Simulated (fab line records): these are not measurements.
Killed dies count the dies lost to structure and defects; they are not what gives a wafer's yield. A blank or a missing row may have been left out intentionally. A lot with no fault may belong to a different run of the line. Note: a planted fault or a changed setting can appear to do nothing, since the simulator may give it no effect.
Matching of chambers + flow n5_finfet + N5_BEOL_M9_STRIP_36 on rie_diel-03 has 4 sister chambers
The step strips in N2/H2. 18 wafers are shown with their chamber, then 9 later ones without.

## WAFERS WITH THEIR CHAMBER
| wafer  | chamber | showerhead_plenum_p_Torr (Torr) | drypump_motor_current_A (A) | throttle_valve_pct (%) |
|--------|---------|---------------------------------|-----------------------------|------------------------|
| L074.3 | 3       | 2.62                            | 5.3                         | 23.4                   |
| L074.5 | 3       | 2.62                            | 5.2                         | 23.4                   |
| L074.6 | 0       | 2.66                            | 5.7                         | 24.0                   |
| L077.2 | 1       | 2.51                            | 5.8                         | 23.9                   |
| L077.5 | 3       | 2.62                            | 5.2                         | 23.4                   |
| L077.6 | 0       | 2.66                            | 5.7                         | 23.9                   |
| L079.1 | 3       | 2.61                            | 5.3                         | 23.4                   |
| L079.3 | 0       | 2.66                            | 5.7                         | 23.9                   |
| L079.5 | 2       | 2.42                            | 5.5                         | 24.0                   |
| L086.2 | 1       | 2.51                            | 5.8                         | 23.9                   |
| L086.3 | 2       | 2.41                            | 5.5                         | 24.0                   |
| L086.5 | 2       | 2.41                            | 5.5                         | 24.0                   |
| L087.1 | 3       | 2.61                            | 5.2                         | 23.4                   |
| L087.2 | 0       | 2.65                            | 5.7                         | 24.0                   |
| L087.3 | 2       | 2.41                            | 5.5                         | 24.0                   |
| L087.4 | 1       | 2.51                            | 5.8                         | 24.0                   |
| L087.5 | 3       | 2.61                            | 5.3                         | 23.4                   |
| L087.6 | 0       | 2.65                            | 5.7                         | 24.0                   |

SIGNATURES, as means of the wafers listed above
| reading                  | chamber 0 | chamber 1 | chamber 2 | chamber 3 | scatter within a chamber |
|--------------------------|-----------|-----------|-----------|-----------|--------------------------|
| showerhead_plenum_p_Torr | 2.6560    | 2.5100    | 2.4125    | 2.6150    | 0.00496                  |
| drypump_motor_current_A  | 5.700     | 5.800     | 5.500     | 5.250     | 0.0327                   |
| throttle_valve_pct       | 23.960    | 23.933    | 24.000    | 23.400    | 0.0365                   |
Rule: a wafer lies at a distance from a chamber equal to the root of the sum of squares, over the readings, of (its reading less the chamber's mean, divided by the reading's scatter). If the next closest chamber is less than 2 further off than the closest, the wafer can't be placed; otherwise it belongs to the closest. The scatter: the root of (the sum of the squares of (reading less its chamber's mean) over the shown wafers, divided by (wafers less chambers)).

## WAFERS WITH NO CHAMBER GIVEN
| wafer  | showerhead_plenum_p_Torr (Torr) | drypump_motor_current_A (A) | throttle_valve_pct (%) |
|--------|---------------------------------|-----------------------------|------------------------|
| L088.1 | 2.41                            | 5.5                         | 24.0                   |
| L088.2 | 2.65                            | 5.6                         | 24.0                   |
| L088.3 | 2.61                            | 5.2                         | 23.4                   |
| L088.4 | 2.50                            | 5.8                         | 24.0                   |
| L088.5 | 2.41                            | 5.5                         | 24.0                   |
| L088.6 | 2.61                            | 5.2                         | 23.4                   |
| L095.2 | 2.50                            | 5.8                         | 24.0                   |
| L095.3 | 2.64                            | 5.7                         | 24.0                   |
| L095.5 | 2.50                            | 5.8                         | 24.0                   |

## WHICH CHAMBER EACH WENT THROUGH
| wafer  | from the rows above | in truth |
|--------|---------------------|----------|
| L088.1 | 2                   | 2        |
| L088.2 | 0                   | 0        |
| L088.3 | 3                   | 3        |
| L088.4 | 1                   | 1        |
| L088.5 | 2                   | 2        |
| L088.6 | 3                   | 3        |
| L095.2 | 1                   | 1        |
| L095.3 | 0                   | 0        |
| L095.5 | 1                   | 1        |
Placed correctly: 9 of 9. Not placeable from these rows: 0. Wrongly placed: 0.
